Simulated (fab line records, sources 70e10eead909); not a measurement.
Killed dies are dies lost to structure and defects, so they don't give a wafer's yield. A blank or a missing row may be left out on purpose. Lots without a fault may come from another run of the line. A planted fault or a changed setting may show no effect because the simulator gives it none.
Which tool did it? | flow nand_harc | 14 lots, 42 wafers sampled, at 1 step of a route of 1302

WHAT THE GAUGES READ, wafer by wafer
NHARC_A_CHANNEL_HOLE_D2_INSPECT_40. Usual: raw_defect_count 290, standard deviation 77.
lot  | measured     | on                | raw_defect_count | flag
L546 | day 14 08:24 | defect_inspect-01 | 213 201 186      |
L547 | day 15 00:17 | defect_inspect-02 | 409 381 287      |
L548 | day 15 01:06 | defect_inspect-01 | 209 227 282      |
L550 | day 15 17:47 | defect_inspect-02 | 307 178 197      |
L549 | day 15 18:02 | defect_inspect-01 | 273 493 360      |
L552 | day 17 08:50 | defect_inspect-02 | 247 235 336      |
L553 | day 17 15:45 | defect_inspect-02 | 345 287 288      |
L554 | day 17 17:13 | defect_inspect-01 | 352 387 269      |
L557 | day 19 03:02 | defect_inspect-01 | 303 254 271      |
L562 | day 21 03:52 | defect_inspect-02 | 263 314 338      |
L564 | day 21 17:37 | defect_inspect-01 | 253 194 379      |
L565 | day 22 09:19 | defect_inspect-01 | 262 264 242      |
L566 | day 22 13:29 | defect_inspect-01 | 285 328 344      |
L567 | day 23 08:34 | defect_inspect-02 | 369 585 388      |

WHICH TOOL RAN EACH LOT (tool, then ch and the chambers of the sampled wafers, then the start)
The record holds no process step before these readings.

WHAT THE TOOLS THEMSELVES READ (means of the sampled wafers that have a number; where no wafer has one, the mark that the record gives instead)
The record holds no such reading with a usual standard deviation.

THE ANSWER, worked out from the rows above alone
Rule: a lot is off if the mean of its wafers that have a number lies more than 3 standard deviations from the usual mean. A lot without any number at a reading at which 4 lots or more have one is off too. The other lots that the step has rows for count as sound. The gauges are gone through in route order, then the tools' own readings, and for those a lot's mean is taken as printed above. The first step at which some lot is off is used, and at that step the reading that is off furthest; a lot without a number counts as furthest.
No lot is off at any reading shown: from this, nothing can be told.

WHAT THE SIMULATOR HAD PUT IN
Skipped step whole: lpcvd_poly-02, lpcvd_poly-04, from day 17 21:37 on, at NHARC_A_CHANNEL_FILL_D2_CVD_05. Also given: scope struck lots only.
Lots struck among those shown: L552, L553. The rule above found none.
